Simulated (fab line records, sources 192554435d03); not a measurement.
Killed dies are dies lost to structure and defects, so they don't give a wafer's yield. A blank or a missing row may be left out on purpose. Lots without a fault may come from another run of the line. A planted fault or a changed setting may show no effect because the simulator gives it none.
A struck lot beside a sound one | flow n5_finfet | 14 steps out of a route of 1938
Sound: wafers L524.2, L524.4, L524.6. Struck: wafers L536.2, L536.3, L536.6. The cause comes at the end.
At each step with rows: each side's tool, then ch and its chambers, then its first start. Under that, the readings that differ: sound wafers | struck wafers | difference of the means | sigmas: that difference in standard deviations of wafers without a fault.
alike: readings whose means differ by less than 2 such deviations, and words and numbers that are the same on both sides. not compared: withheld readings, readings that some wafer has no value for, bounds like >300 that may hide the same value, and numbers for which the record gives no deviation and whose values overlap.
The two part at a step that has a row with sigmas, a row that says differs or no value, or rows on one side only. Numbers that don't overlap but have no deviation are shown without sigmas and don't part them. A reading that every wafer of one side lacks parts them only if that side has two wafers or more.

first, 4 steps without rows for these wafers: N5_SD_EPI_P_SRD_20 (time 30 s); N5_SD_EPI_P_PRECLEAN_51 (cleans in NF3:NH3, afs cycles 1, time 20 s, sublimation time 60 s); N5_SD_EPI_P_VAPOR_ETCH_44 (etches SiGe30 in NF3/Ar, time 3.3 s); N5_SD_EPI_P_EPI_21 (deposits SiGe:B, time 355 s).
N5_SD_EPI_P_EPI_MEAS_23:
  sound on film_metro-01, day 3 22:55; struck on film_metro-02, day 7 00:31
  alike: thk_nm
then, 6 steps without rows for these wafers: N5_SD_EPI_P_HM_STRIP_48 (strips SiNx in H3PO4, material SiNx, target depth 3 nm); N5_SD_EPI_P_SRD_49 (time 30 s); N5_SD_EPI_P_PRECLEAN_24 (cleans in O3/DIW, time 45 s); N5_SD_EPI_P_PRECLEAN_32 (cleans in dHF, time 10 s); N5_SD_EPI_P_PRECLEAN_33 (cleans in SC2, time 45 s); N5_SD_EPI_P_SRD_25 (time 30 s).
N5_SD_EPI_P_INSPECT_26: inspects for defects (darkfield).
  sound on defect_inspect-02, day 3 23:05; struck on defect_inspect-02, day 7 00:41
  alike: raw_defect_count
N5_SD_ACTIVATION_RTA_00: time 0 s.
  sound on rtp_anneal-01 ch 0, day 3 23:22; struck on rtp_anneal-01 ch 0, day 7 00:49
  reading             | sound             | struck            | difference | sigmas
  lamp_power_pct (%)  | 8.91 8.87 8.92    | 9.25 9.14 9.33    | +0.34      | +7
  lamp_zone_1_pct (%) | 8.956 8.941 8.942 | 9.296 9.279 9.254 | +0.330     | +14
  lamp_zone_2_pct (%) | 8.968 8.971 8.956 | 9.271 9.248 9.255 | +0.293     | +12
  lamp_zone_3_pct (%) | 8.925 8.981 9.002 | 9.248 9.290 9.297 | +0.309     | +11
  lamp_zone_4_pct (%) | 8.934 8.971 8.987 | 9.241 9.263 9.254 | +0.289     | +11
  lamp_zone_5_pct (%) | 8.997 8.908 8.949 | 9.257 9.249 9.268 | +0.307     | +11
  lamp_zone_6_pct (%) | 8.915 8.826 8.909 | 9.227 9.213 9.181 | +0.324     | +12
  lamp_zone_7_pct (%) | 9.398 9.376 9.369 | 9.645 9.634 9.683 | +0.273     | +10
  alike: wafer_temp_C_max
N5_SD_ACTIVATION_LSA_01: time 0.0008 s.
  sound on laser_anneal-02 ch 0, day 3 23:35; struck on laser_anneal-01 ch 0, day 7 01:01
  alike: wafer_temp_C_max

WHERE THEY PART
Only at N5_SD_ACTIVATION_RTA_00, within this record. Later steps at which nothing parts them and some readings are alike: N5_SD_ACTIVATION_LSA_01.

WHY: what the simulator had put in
Process parameter drift: rtp_anneal-01, from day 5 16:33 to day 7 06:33, at N5_SD_ACTIVATION_RTA_00. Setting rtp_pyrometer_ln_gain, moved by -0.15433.
